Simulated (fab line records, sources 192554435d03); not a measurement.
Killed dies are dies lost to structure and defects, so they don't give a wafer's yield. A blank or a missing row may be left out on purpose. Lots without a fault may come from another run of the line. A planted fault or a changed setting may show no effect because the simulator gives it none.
fab line records | flow n5_finfet
record lots=24 wafers=72 last_day=18
route steps=1938 shown BEOL_M12@1653 BEOL_M13@1669
lots that met no fault: from a run of the same line without faults
start_h: hours from the record's first day to the start of the lot's first wafer shown | wait_h: hours since the lot's step before | " the same as in the row above | L1.1+2: a row that stands for several wafers | - no value, or no start given | * or withheld: withheld | < > ~ a bound
route shown NAME@n: a module of which the file shows steps, and the number in the route of the first | usual: mean/standard deviation of fault-free wafers | same: alike in all rows | chamber/n: place in a boat | sites: the reading at each site | _std_site: their standard deviation | _edge_site: outer sites' mean less inner sites' | radius_mm: how far each site lies from the wafer's centre | mask NAME#n: copy n | behind: the tool/chamber that last shaped the wafer | hold: why the lot was held/for how many hours/how that ended | device: the transistor (n, p or np) that didn't switch | end of line: the same wafers' tests at the end of the route | a step without rows: its recipe alone | killed: dies lost to structure and defects at the first sort, not the wafer's yield | map: a wafer's dies, x killed, . not, _ none there
set.NAME: the setting as run; set.NAME@STEP: as run at that earlier step | model.NAME: the simulator's own value behind a step, which no gauge read
steps of the route over a sample of lots; a table a step, a row a wafer
services: from which hour (start_h, from the record's first day; less than 0 if before it) a tool's chamber was out of use, for how many hours, and why
## steps
# step N5_BEOL_M12_CMP_49
# recipe stop_on=SiOC t_overpolish_s=20.6 down_force_psi=1 platen_rpm=50 clearing_platen_down_force_psi=1.5 clearing_platen_rpm=50 post_cmp_clean=cu_alkaline target_thk_nm=320 clearing_platen_pad_velocity_m_s=0.99484 pad_velocity_m_s=0.99484
# usual barrier_field_endpoint_s=30.4/0.74 edge_zone_pressure_frac=1.000/0.0052 motor_current_A=6.4/0.65 overpolish_run_s=20.600/0.0091
# columns lot.wafer tool chamber start_h wait_h barrier_field_endpoint_s edge_zone_pressure_frac motor_current_A overpolish_run_s
L075.4 cmp-04 3 237.67 0.1 30.6 0.993 7.6 20.609
L075.3 " 2 " " 30.7 1.000 6.6 20.582
L075.5 " 3 " " 30.0 1.000 7.2 20.580
L074.3 cmp-04 0 239.75 0.2 31.1 1.001 6.4 20.602
L074.1 " 1 " " 30.3 0.991 6.4 20.602
L074.5 " 0 " " 31.0 1.005 6.5 20.591
L076.1 cmp-04 2 240.90 0.3 30.0 1.014 6.8 20.612
L076.2 " 3 " " 28.9 1.004 7.4 20.581
L076.4 " 1 " " 30.0 0.996 6.6 20.587
L077.4 cmp-03 3 256.51 0.2 30.4 1.000 6.2 20.580
L077.2 " 0 " " 29.5 1.006 5.9 20.613
L077.5 " 3 " " 30.6 1.001 6.0 20.611
L078.3 cmp-01 2 260.74 0.2 30.4 0.994 5.4 20.609
L078.5 " 2 " " 30.1 0.991 5.2 20.591
L078.6 " 3 " " 30.7 1.009 6.3 20.606
L080.4 cmp-03 3 268.66 0.2 30.2 1.000 6.0 20.604
L080.1 " 0 " " 30.1 0.997 5.9 20.611
L080.2 " 1 " " 30.5 0.999 6.3 20.594
L079.3 cmp-01 1 268.70 0.2 31.1 1.003 6.1 20.600
L079.2 " 3 " " 30.9 0.996 6.0 20.618
L079.4 " 0 " " 31.4 1.004 7.5 20.608
L082.1 cmp-01 2 292.31 0.3 31.1 0.999 5.3 20.603
L082.4 " 1 " " 30.1 0.998 5.9 20.592
L082.6 " 3 " " 31.3 0.989 5.9 20.603
L081.4 cmp-01 0 293.51 0.1 30.7 1.005 8.0 20.606
L081.1 " 1 " " 30.9 0.995 5.9 20.596
L081.3 " 3 " " 30.9 1.001 6.0 20.589
L083.4 cmp-01 0 300.28 0.2 31.3 1.004 7.2 20.588
L083.3 " 1 " " 31.5 1.003 6.0 20.602
L083.5 " 3 " " 31.2 0.998 6.3 20.604
L087.3 cmp-03 2 309.23 0.2 30.9 1.006 7.0 20.617
L087.4 " 3 " " 31.0 1.001 6.2 20.607
L087.6 " 2 " " 29.8 0.997 7.2 20.602
L084.3 cmp-01 2 309.96 0.2 31.3 1.003 5.3 20.600
L084.2 " 3 " " 30.4 0.995 5.9 20.604
L084.6 " 2 " " 31.1 1.000 5.3 20.594
L085.2 cmp-01 0 310.23 0.3 30.9 1.005 7.8 20.588
L085.5 " 3 " " 30.3 1.000 6.4 20.593
L085.6 " 0 " " 30.7 1.000 7.6 20.602
L086.1 cmp-04 1 312.41 0.3 29.7 1.006 6.2 20.584
L086.2 " 2 " " 29.8 0.997 6.3 20.584
L086.6 " 1 " " 29.2 1.001 6.4 20.596
L088.3 cmp-01 3 331.01 0.2 30.6 1.004 6.4 20.611
L088.1 " 0 " " 31.4 1.001 7.9 20.616
L088.4 " 2 " " 31.2 1.000 5.5 20.598
L089.3 cmp-03 3 335.27 0.2 31.2 0.998 6.2 20.601
L089.2 " 0 " " 31.1 0.994 5.9 20.599
L089.4 " 1 " " 30.0 0.994 6.9 20.594
L091.2 cmp-04 1 347.09 0.3 29.7 0.999 6.4 20.602
L091.1 " 3 " " 28.9 0.997 7.2 20.596
L091.6 " 0 " " 29.9 0.996 6.7 20.588
L090.4 cmp-03 1 348.04 0.2 29.8 0.993 6.5 20.592
L090.3 " 2 " " 29.5 0.996 7.0 20.584
L090.6 " 3 " " 29.5 1.001 6.1 20.594
L092.3 cmp-04 1 353.25 0.2 30.2 0.991 6.2 20.600
L092.4 " 3 " " 30.0 1.003 7.3 20.621
L092.5 " 1 " " 30.4 0.989 6.6 20.601
L093.4 cmp-01 3 358.47 0.2 30.7 0.998 6.3 20.588
L093.6 " 0 " " 30.7 0.993 7.4 20.599
L093.5 " 1 " " 29.6 0.995 5.7 20.618
L097.4 cmp-04 0 370.36 0.1 30.7 1.009 5.9 20.601
L097.2 " 3 " " 29.4 0.999 7.4 20.616
L097.6 " 0 " " 29.8 0.997 6.4 20.601
L095.4 cmp-04 0 373.51 0.1 29.8 0.995 6.5 20.597
L095.1 " 1 " " 29.7 1.006 6.3 20.590
L095.6 " 0 " " 29.7 0.993 6.2 20.590
L094.2 cmp-04 0 375.49 0.3 30.9 1.008 6.2 20.598
L094.6 " 1 " " 30.2 1.002 6.3 20.608
L094.5 " 2 " " 31.0 1.000 6.4 20.608
L096.4 cmp-03 3 386.54 0.1 29.4 1.000 5.8 20.603
L096.2 " 0 " " 29.5 0.999 6.1 20.600
L096.1 " 2 " " 29.3 1.005 7.0 20.615
# step N5_BEOL_M12_THK_MEAS_50
# recipe thk_meas_gauge=xrf reads=Cu_of_BEOL_M12_ECD_47
# usual M12_THK=320/5.7
# columns lot.wafer tool chamber start_h wait_h M12_THK[nm]
L075.3 film_metro-02 - 237.97 - 319
L075.4 " - " " 324
L075.5 " - " " 325
L074.1 film_metro-01 - 240.00 - 319
L074.3 " - " " 312
L074.5 " - " " 320
L076.1 film_metro-02 - 241.20 - 328
L076.2 " - " " 324
L076.4 " - " " 308
L077.2 film_metro-02 - 256.77 - 319
L077.4 " - " " 324
L077.5 " - " " 322
L078.3 film_metro-01 - 261.03 - 316
L078.5 " - " " 317
L078.6 " - " " 318
L080.1 film_metro-02 - 268.92 - 311
L080.2 " - " " 325
L080.4 " - " " 319
L079.2 film_metro-01 - 268.99 - 317
L079.3 " - " " 332
L079.4 " - " " 317
L082.1 film_metro-01 - 292.61 - 318
L082.4 " - " " 319
L082.6 " - " " 322
L081.1 film_metro-01 - 293.80 - 315
L081.3 " - " " 312
L081.4 " - " " 317
L083.3 film_metro-02 - 300.50 - 320
L083.4 " - " " 331
L083.5 " - " " 315
L087.3 film_metro-02 - 309.52 - 320
L087.4 " - " " 326
L087.6 " - " " 327
L084.2 film_metro-01 - 310.26 - 315
L084.3 " - " " 306
L084.6 " - " " 313
L085.2 film_metro-02 - 310.48 - 322
L085.5 " - " " 316
L085.6 " - " " 318
L086.1 film_metro-02 - 312.67 - 316
L086.2 " - " " 328
L086.6 " - " " 328
L088.1 film_metro-01 - 331.31 - 314
L088.3 " - " " 311
L088.4 " - " " 306
L089.2 film_metro-01 - 335.53 - 330
L089.3 " - " " 317
L089.4 " - " " 326
L091.1 film_metro-01 - 347.35 - 319
L091.2 " - " " 322
L091.6 " - " " 324
L090.3 film_metro-02 - 348.26 - 312
L090.4 " - " " 326
L090.6 " - " " 322
L092.3 film_metro-02 - 353.54 - 331
L092.4 " - " " 321
L092.5 " - " " 334
L093.4 film_metro-01 - 358.65 - 306
L093.5 " - " " 318
L093.6 " - " " 316
L097.2 film_metro-01 - 370.65 - 314
L097.4 " - " " 325
L097.6 " - " " 319
L095.1 film_metro-02 - 373.80 - 318
L095.4 " - " " 321
L095.6 " - " " 324
L094.2 film_metro-02 - 375.67 - 330
L094.5 " - " " 329
L094.6 " - " " 324
L096.1 film_metro-01 - 386.83 - 323
L096.2 " - " " 313
L096.4 " - " " 320
# step N5_BEOL_M12_DEP_53
# recipe material=SiCN target_thk_a=300 temp_c=withheld precursor=3MS/NH3 pressure_torr=3 rf_w=675 time_s=10.5
# usual showerhead_plenum_p_Torr=4.172/0.029 throttle_valve_pct=18.1/0.98
# columns lot.wafer tool chamber start_h wait_h showerhead_plenum_p_Torr throttle_valve_pct
L075.3 pecvd-02 0 238.03 0.0 4.147 18.9
L075.4 " 1 " " 4.143 17.7
L075.5 " 2 " " 4.149 17.2
L074.1 pecvd-02 0 240.06 0.0 4.141 19.0
L074.3 " 2 " " 4.148 17.2
L074.5 " 1 " " 4.137 17.7
L076.1 pecvd-01 1 241.26 0.0 4.192 20.4
L076.2 " 0 " " 4.130 16.5
L076.4 " 0 " " 4.129 16.6
L077.2 pecvd-02 0 256.84 0.0 4.137 19.0
L077.4 " 2 " " 4.156 17.1
L077.5 " 0 " " 4.134 19.1
L078.3 pecvd-01 2 261.09 0.0 4.173 16.7
L078.5 " 1 " " 4.189 20.3
L078.6 " 0 " " 4.136 16.6
L080.1 pecvd-01 0 268.98 0.0 4.143 16.6
L080.2 " 1 " " 4.201 20.2
L080.4 " 2 " " 4.181 17.0
L079.2 pecvd-02 0 269.06 0.0 4.141 18.7
L079.3 " 1 " " 4.130 18.0
L079.4 " 0 " " 4.134 18.9
L082.1 pecvd-03 2 292.67 0.0 4.197 17.9
L082.4 " 2 " " 4.205 17.9
L082.6 " 1 " " 4.219 18.4
L081.1 pecvd-02 2 293.87 0.0 4.149 17.0
L081.3 " 1 " " 4.123 18.0
L081.4 " 0 " " 4.141 18.8
L083.3 pecvd-01 1 300.56 0.0 4.192 20.4
L083.4 " 2 " " 4.175 16.6
L083.5 " 0 " " 4.138 16.6
L087.3 pecvd-03 0 309.58 0.0 4.193 18.1
L087.4 " 0 " " 4.199 17.9
L087.6 " 2 " " 4.190 17.9
L084.2 pecvd-02 2 310.32 0.0 4.149 17.2
L084.3 " 1 " " 4.141 18.0
L084.6 " 0 " " 4.150 18.8
L085.2 pecvd-03 0 310.54 0.0 4.193 17.8
L085.5 " 0 " " 4.196 17.9
L085.6 " 2 " " 4.190 18.2
L086.1 pecvd-01 0 312.73 0.0 4.132 16.6
L086.2 " 2 " " 4.183 16.5
L086.6 " 0 " " 4.132 16.6
L088.1 pecvd-02 1 331.37 0.0 4.128 18.0
L088.3 " 0 " " 4.145 18.8
L088.4 " 2 " " 4.153 17.3
L089.2 pecvd-03 2 335.59 0.0 4.183 18.0
L089.3 " 0 " " 4.184 17.8
L089.4 " 2 " " 4.190 18.0
L091.1 pecvd-01 2 347.41 0.0 4.173 17.0
L091.2 " 1 " " 4.205 20.3
L091.6 " 2 " " 4.173 16.8
L090.3 pecvd-02 0 348.35 0.0 4.145 18.8
L090.4 " 1 " " 4.133 17.7
L090.6 " 1 " " 4.135 18.0
L092.3 pecvd-03 0 353.60 0.0 4.180 17.8
L092.4 " 2 " " 4.191 18.6
L092.5 " 0 " " 4.186 17.8
L093.4 pecvd-03 2 358.73 0.0 4.194 18.2
L093.5 " 0 " " 4.198 17.6
L093.6 " 1 " " 4.213 18.1
L097.2 pecvd-03 2 370.71 0.0 4.186 18.2
L097.4 " 2 " " 4.193 18.4
L097.6 " 0 " " 4.197 18.0
L095.1 pecvd-03 0 373.86 0.0 4.196 17.7
L095.4 " 2 " " 4.181 18.1
L095.6 " 0 " " 4.187 18.0
L094.2 pecvd-03 0 375.74 0.0 4.184 17.8
L094.5 " 0 " " 4.190 17.9
L094.6 " 2 " " 4.188 18.0
L096.1 pecvd-03 2 386.90 0.0 4.183 18.2
L096.2 " 0 " " 4.191 18.1
L096.4 " 2 " " 4.177 18.2
# step N5_BEOL_M13_CD_MEAS_10
# recipe target_cd_nm=190 landing_energy_ev=500 detector=se_inlens polarity=opening
# usual cd_nm=189.9/1.4
# same landing_energy_ev=500
# columns lot.wafer tool chamber start_h wait_h cd_nm
L075.3 cd_sem-02 0 238.74 - 190.7
L075.4 " 0 " " 191.0
L075.5 " 0 " " 192.7
L074.1 cd_sem-02 0 240.64 - 191.0
L074.3 " 0 " " 190.9
L074.5 " 0 " " 190.2
L076.1 cd_sem-03 0 241.96 - 191.1
L076.2 " 0 " " 191.4
L076.4 " 0 " " 191.0
L077.2 cd_sem-03 0 257.42 - 191.4
L077.4 " 0 " " 190.4
L077.5 " 0 " " 192.1
L078.3 cd_sem-02 0 261.80 - 190.1
L078.5 " 0 " " 189.2
L078.6 " 0 " " 189.4
L080.1 cd_sem-03 0 269.62 - 190.6
L080.2 " 0 " " 190.5
L080.4 " 0 " " 189.0
L079.2 cd_sem-02 0 269.66 - 190.3
L079.3 " 0 " " 190.0
L079.4 " 0 " " 189.4
L082.1 cd_sem-02 0 293.31 - 192.2
L082.4 " 0 " " 191.5
L082.6 " 0 " " 190.8
L081.1 cd_sem-01 0 294.51 - 191.2
L081.3 " 0 " " 191.0
L081.4 " 0 " " 192.2
L083.3 cd_sem-01 0 301.27 - 188.6
L083.4 " 0 " " 188.5
L083.5 " 0 " " 188.2
L087.3 cd_sem-02 0 310.17 - 190.2
L087.4 " 0 " " 188.5
L087.6 " 0 " " 188.9
L084.2 cd_sem-03 0 311.02 - 190.8
L084.3 " 0 " " 190.9
L084.6 " 0 " " 190.0
L085.2 cd_sem-02 0 311.25 - 186.8
L085.5 " 0 " " 186.3
L085.6 " 0 " " 186.8
L086.1 cd_sem-01 0 313.43 - 190.1
L086.2 " 0 " " 190.0
L086.6 " 0 " " 189.6
L088.1 cd_sem-03 0 332.08 - 188.1
L088.3 " 0 " " 190.1
L088.4 " 0 " " 188.1
L089.2 cd_sem-01 0 336.30 - 192.6
L089.3 " 0 " " 191.1
L089.4 " 0 " " 191.3
L091.1 cd_sem-02 0 347.99 - 191.3
L091.2 " 0 " " 189.2
L091.6 " 0 " " 189.3
L090.3 cd_sem-01 0 349.06 - 190.7
L090.4 " 0 " " 190.9
L090.6 " 0 " " 188.9
L092.3 cd_sem-01 0 354.31 - 189.3
L092.4 " 0 " " 190.8
L092.5 " 0 " " 191.0
L093.4 cd_sem-02 0 359.42 - 187.2
L093.5 " 0 " " 189.3
L093.6 " 0 " " 189.7
L097.2 cd_sem-01 0 371.35 - 190.8
L097.4 " 0 " " 188.3
L097.6 " 0 " " 188.4
L095.1 cd_sem-02 0 374.63 - 189.6
L095.4 " 0 " " 189.4
L095.6 " 0 " " 190.0
L094.2 cd_sem-03 0 376.33 - 190.6
L094.5 " 0 " " 191.1
L094.6 " 0 " " 189.9
L096.1 cd_sem-03 0 387.62 - 189.8
L096.2 " 0 " " 189.0
L096.4 " 0 " " 187.8
# step N5_BEOL_M13_STRIP_64
# recipe chemistry=N2/H2 power_w=1000 temp_c=250 h2_frac=0.65 overash_fraction=0.3 pressure_mtorr=withheld n2_flow_sccm=1750 h2_flow_sccm=3250
# usual drypump_motor_current_A=5.7/0.67 heater_power_w=311/23 oes_product_au=0.715/0.0043 strip_time_to_endpoint_s=31.33/0.07
# columns lot.wafer tool chamber start_h wait_h drypump_motor_current_A heater_power_w oes_product_au rf_hours_counter_h strip_time_to_endpoint_s
L075.3 plasma_asher-01 1 239.81 0.0 6.3 341 0.716 - 31.33
L075.4 " 0 " " 5.3 302 0.713 - 31.21
L075.5 " 0 " " 5.2 315 0.717 - 31.24
L074.1 plasma_asher-02 0 241.26 0.0 4.9 272 0.719 106 31.37
L074.3 " 0 " " 4.9 280 0.711 - 31.35
L074.5 " 0 " " 4.9 282 0.718 - 31.32
L076.1 plasma_asher-02 0 242.43 0.0 4.9 282 0.718 106 31.37
L076.2 " 1 " " 6.4 312 0.713 106 31.30
L076.4 " 1 " " 6.4 300 0.713 - 31.32
L077.2 plasma_asher-01 0 257.89 0.0 5.2 304 0.711 76 31.33
L077.4 " 0 " " 5.3 309 0.722 - 31.36
L077.5 " 1 " " 6.3 344 0.717 - 31.30
L078.3 plasma_asher-01 1 262.29 0.0 6.3 348 0.711 - 31.18
L078.5 " 1 " " 6.3 351 0.710 - 31.31
L078.6 " 0 " " 5.2 314 0.716 - 31.33
L080.1 plasma_asher-02 1 270.09 0.0 6.5 305 0.711 113 31.45
L080.2 " 0 " " 4.9 281 0.720 113 31.31
L080.4 " 0 " " 4.9 279 0.718 - 31.37
L079.2 plasma_asher-01 0 270.13 0.0 5.3 309 0.714 78 31.31
L079.3 " 0 " " 5.2 311 0.719 - 31.40
L079.4 " 1 " " 6.3 336 0.714 - 31.43
L082.1 plasma_asher-02 1 293.78 0.0 6.5 317 0.710 116 31.30
L082.4 " 1 " " 6.4 311 0.705 - 31.32
L082.6 " 0 " " 4.9 275 0.712 - 31.34
L081.1 plasma_asher-02 0 295.02 0.0 4.9 279 0.715 117 31.38
L081.3 " 1 " " 6.4 309 0.719 - 31.37
L081.4 " 0 " " 4.9 281 0.709 - 31.30
L083.3 plasma_asher-02 0 301.76 0.0 4.9 287 0.720 - 31.31
L083.4 " 1 " " 6.4 310 0.714 - 31.26
L083.5 " 1 " " 6.5 304 0.715 - 31.35
L087.3 plasma_asher-01 1 310.70 0.0 6.3 347 0.720 - 31.42
L087.4 " 0 " " 5.2 314 0.710 - 31.37
L087.6 " 1 " " 6.3 355 0.718 - 31.40
L084.2 plasma_asher-01 1 311.49 0.0 6.3 349 0.718 84 31.47
L084.3 " 1 " " 6.3 343 0.720 - 31.44
L084.6 " 1 " " 6.3 337 0.707 - 31.45
L085.2 plasma_asher-02 1 311.78 0.0 6.4 309 0.716 122 31.38
L085.5 " 1 " " 6.4 299 0.717 - 31.33
L085.6 " 0 " " 4.9 285 0.714 - 31.34
L086.1 plasma_asher-01 1 313.91 0.0 6.3 351 0.717 85 31.18
L086.2 " 0 " " 5.2 304 0.713 85 31.20
L086.6 " 0 " " 5.2 304 0.719 - 31.20
L088.1 plasma_asher-01 0 332.55 0.0 5.2 303 0.714 88 31.29
L088.3 " 0 " " 5.2 295 0.712 - 31.34
L088.4 " 1 " " 6.3 346 0.703 - 31.29
L089.2 plasma_asher-01 1 336.77 0.0 6.3 344 0.712 89 31.27
L089.3 " 0 " " 5.2 311 0.705 - 31.33
L089.4 " 1 " " 6.3 341 0.715 - 31.31
L091.1 plasma_asher-01 0 348.46 0.0 5.2 307 0.714 93 31.44
L091.2 " 1 " " 6.4 337 0.723 93 31.44
L091.6 " 0 " " 5.3 305 0.720 - 31.46
L090.3 plasma_asher-02 0 349.55 0.0 4.9 281 0.719 - 31.26
L090.4 " 1 " " 6.4 310 0.716 - 31.36
L090.6 " 1 " " 6.5 311 0.719 - 31.30
L092.3 plasma_asher-01 1 354.80 0.0 6.3 340 0.710 - 31.43
L092.4 " 0 " " 5.3 306 0.708 - 31.42
L092.5 " 1 " " 6.3 340 0.715 - 31.39
L093.4 plasma_asher-01 0 360.00 0.0 5.3 307 0.712 - 31.37
L093.5 " 1 " " 6.3 343 0.713 - 31.35
L093.6 " 0 " " 5.2 299 0.712 - 31.39
L097.2 plasma_asher-02 1 371.82 0.0 6.4 310 0.718 134 31.32
L097.4 " 0 " " 4.9 288 0.720 - 31.35
L097.6 " 0 " " 4.9 286 0.708 - 31.38
L095.1 plasma_asher-02 1 375.27 0.0 6.5 315 0.720 135 31.22
L095.4 " 1 " " 6.4 305 0.717 - 31.27
L095.6 " 0 " " 4.9 280 0.722 - 31.22
L094.2 plasma_asher-01 0 376.89 0.0 5.2 301 0.715 98 31.32
L094.5 " 1 " " 6.3 348 0.712 - 31.32
L094.6 " 0 " " 5.2 310 0.710 - 31.23
L096.1 plasma_asher-02 0 388.10 0.0 4.9 280 0.712 138 31.28
L096.2 " 1 " " 6.4 306 0.712 138 31.26
L096.4 " 0 " " 4.9 277 0.711 - 31.25
# step N5_BEOL_M13_STRIP_37
# recipe chemistry=N2/H2 power_w=1000 temp_c=250 h2_frac=0.65 overash_fraction=0.3 pressure_mtorr=withheld n2_flow_sccm=1750 h2_flow_sccm=3250
# usual drypump_motor_current_A=5.7/0.68 heater_power_w=310/23 oes_product_au=0.783/0.011
# columns lot.wafer tool chamber start_h wait_h drypump_motor_current_A heater_power_w oes_product_au rf_hours_counter_h
L075.3 plasma_asher-02 0 241.16 0.2 4.9 279 0.788 -
L075.4 " 1 " " 6.5 309 0.785 -
L075.5 " 1 " " 6.4 310 0.764 -
L074.1 plasma_asher-02 0 242.56 0.0 4.9 283 0.797 106
L074.3 " 1 " " 6.4 310 0.781 -
L074.5 " 0 " " 4.8 281 0.803 -
L076.1 plasma_asher-01 1 243.61 0.0 6.3 349 0.789 73
L076.2 " 0 " " 5.2 312 0.791 73
L076.4 " 0 " " 5.2 301 0.789 -
L077.2 plasma_asher-01 1 259.66 0.0 6.3 339 0.792 76
L077.4 " 1 " " 6.4 337 0.800 -
L077.5 " 1 " " 6.3 354 0.790 -
L078.3 plasma_asher-02 0 263.59 0.1 4.9 280 0.791 -
L078.5 " 0 " " 4.9 280 0.798 -
L078.6 " 1 " " 6.4 306 0.786 -
L080.1 plasma_asher-01 0 271.57 0.0 5.2 304 0.793 78
L080.2 " 1 " " 6.3 350 0.785 78
L080.4 " 0 " " 5.2 308 0.779 -
L079.2 plasma_asher-02 1 271.68 0.0 6.5 303 0.793 113
L079.3 " 1 " " 6.5 308 0.787 -
L079.4 " 0 " " 4.9 285 0.777 -
L082.1 plasma_asher-02 0 295.14 0.2 4.9 278 0.784 117
L082.4 " 0 " " 4.9 284 0.789 -
L082.6 " 0 " " 4.9 285 0.792 -
L081.1 plasma_asher-02 0 296.20 0.0 4.9 278 0.788 117
L081.3 " 1 " " 6.4 304 0.780 -
L081.4 " 0 " " 4.9 283 0.777 -
L083.3 plasma_asher-02 1 303.07 0.1 6.4 305 0.771 -
L083.4 " 0 " " 4.9 282 0.782 -
L083.5 " 1 " " 6.4 307 0.778 -
L087.3 plasma_asher-01 0 312.05 0.1 5.3 295 0.780 -
L087.4 " 1 " " 6.3 339 0.763 -
L087.6 " 0 " " 5.2 302 0.783 -
L084.2 plasma_asher-01 1 312.70 0.0 6.3 348 0.779 85
L084.3 " 0 " " 5.2 307 0.787 -
L084.6 " 1 " " 6.3 343 0.790 -
L085.2 plasma_asher-01 0 312.97 0.0 5.2 310 0.793 85
L085.5 " 0 " " 5.3 318 0.785 -
L085.6 " 1 " " 6.3 343 0.783 -
L086.1 plasma_asher-01 0 315.08 0.0 5.3 311 0.790 85
L086.2 " 1 " " 6.3 348 0.789 85
L086.6 " 0 " " 5.2 308 0.772 -
L088.1 plasma_asher-02 0 333.85 0.0 4.9 275 0.789 126
L088.3 " 0 " " 4.9 281 0.780 -
L088.4 " 1 " " 6.4 302 0.769 -
L089.2 plasma_asher-01 0 338.12 0.0 5.3 302 0.765 90
L089.3 " 1 " " 6.3 340 0.750 -
L089.4 " 0 " " 5.2 307 0.779 -
L091.1 plasma_asher-02 0 349.64 0.0 4.9 286 0.783 129
L091.2 " 1 " " 6.4 313 0.782 129
L091.6 " 0 " " 4.8 279 0.778 -
L090.3 plasma_asher-02 1 350.73 0.1 6.4 300 0.792 -
L090.4 " 0 " " 4.9 283 0.783 -
L090.6 " 1 " " 6.4 311 0.786 -
L092.3 plasma_asher-01 1 355.98 0.1 6.3 340 0.758 -
L092.4 " 0 " " 5.2 306 0.790 -
L092.5 " 1 " " 6.3 341 0.786 -
L093.4 plasma_asher-01 1 361.18 0.1 6.3 348 0.790 -
L093.5 " 0 " " 5.2 310 0.785 -
L093.6 " 1 " " 6.3 343 0.749 -
L097.2 plasma_asher-02 0 373.13 0.0 4.8 286 0.787 135
L097.4 " 1 " " 6.4 309 0.777 -
L097.6 " 0 " " 4.9 282 0.790 -
L095.1 plasma_asher-01 1 376.58 0.0 6.3 341 0.778 98
L095.4 " 0 " " 5.2 308 0.781 -
L095.6 " 1 " " 6.3 349 0.785 -
L094.2 plasma_asher-02 0 378.50 0.0 4.9 282 0.762 136
L094.5 " 0 " " 4.9 279 0.812 -
L094.6 " 1 " " 6.4 305 0.783 -
L096.1 plasma_asher-01 1 389.27 0.0 6.3 345 0.795 100
L096.2 " 0 " " 5.2 301 0.799 100
L096.4 " 0 " " 5.2 306 0.786 -
## services
# columns tool chamber start_h hours kind
pecvd-03 - 225.47 1.4 repair
pecvd-01 - 227.73 0.9 repair
pecvd-03 0 247.97 2.1 scheduled_down
pecvd-03 - 248.82 1.2 repair
cmp-04 - 251.68 0.3 repair
cmp-01 - 262.43 0.7 repair
plasma_asher-01 - 273.31 0.4 repair
pecvd-03 2 282.74 2.1 scheduled_down
plasma_asher-02 - 284.54 2.8 pm
plasma_asher-01 - 294.33 2.8 pm
pecvd-02 - 295.04 2.8 pm
plasma_asher-01 - 300.80 5.8 repair
cmp-04 - 308.40 3.7 repair
cmp-01 - 311.62 4.0 pm
cmp-03 - 315.02 3.0 repair
pecvd-01 - 316.98 14.6 pm
cmp-04 - 320.72 3.0 repair
cmp-03 - 323.98 3.5 pm
cmp-04 - 338.94 4.8 pm
pecvd-03 - 366.31 0.7 repair
cmp-01 - 367.52 5.8 pm
cmp-03 - 368.90 0.3 repair
cmp-03 - 373.09 4.0 pm
cmp-04 - 375.86 0.8 repair
## key
fault none
